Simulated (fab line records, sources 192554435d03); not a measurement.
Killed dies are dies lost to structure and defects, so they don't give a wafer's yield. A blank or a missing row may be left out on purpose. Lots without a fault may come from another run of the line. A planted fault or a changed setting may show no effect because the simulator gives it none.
Chamber matching | flow n5_finfet | N5_BEOL_M0_SAQP_ALD_48 on ald_sin-02: 4 sister chambers
The step deposits SiO2, target thk 20 nm, pulse time 1 s, co reactant pulse time 1 s. 8 wafers are shown with their chamber, then 7 later ones without.

WAFERS WITH THEIR CHAMBER
wafer  | chamber | heater_power_w (W) | precursor_pulse_height_rel
L080.3 | 1       | 84                 | 1.024
L080.4 | 0       | 100                | 1.015
L083.2 | 0       | 100                | 0.988
L083.3 | 2       | 61                 | 0.995
L085.2 | 2       | 61                 | 0.987
L085.6 | 3       | 71                 | 1.018
L086.3 | 1       | 83                 | 1.002
L086.4 | 3       | 70                 | 1.006

WAFERS WITHOUT THEIR CHAMBER
wafer  | heater_power_w (W) | precursor_pulse_height_rel
L086.5 | 83                 | 1.018
L089.2 | 61                 | 0.990
L089.5 | 59                 | 1.004
L089.6 | 72                 | 0.992
L092.1 | 61                 | 1.022
L092.2 | 70                 | 1.027
L092.5 | 86                 | 1.002

WHICH CHAMBER EACH WENT THROUGH
wafer  | from the rows above | in truth
L086.5 | 1                   | 1
L089.2 | 2                   | 2
L089.5 | 2                   | 2
L089.6 | 3                   | 3
L092.1 | 2                   | 2
L092.2 | 3                   | 3
L092.5 | 1                   | 1
Placed correctly: 7 of 7. Can't be placed from these rows: 0. Placed wrongly: 0.
How it was worked out, from the rows above alone: a wafer's distance from a chamber is the root of the sum, over the readings, of the square of ((its reading less the chamber's mean) divided by the reading's scatter). The wafer belongs to the nearest chamber; if the next one is less than 2 further off, it can't be placed. A chamber's mean is the mean of its shown wafers. The scatter: the root of (the sum of the squares of (reading less its chamber's mean) over the shown wafers, divided by (wafers less chambers)).
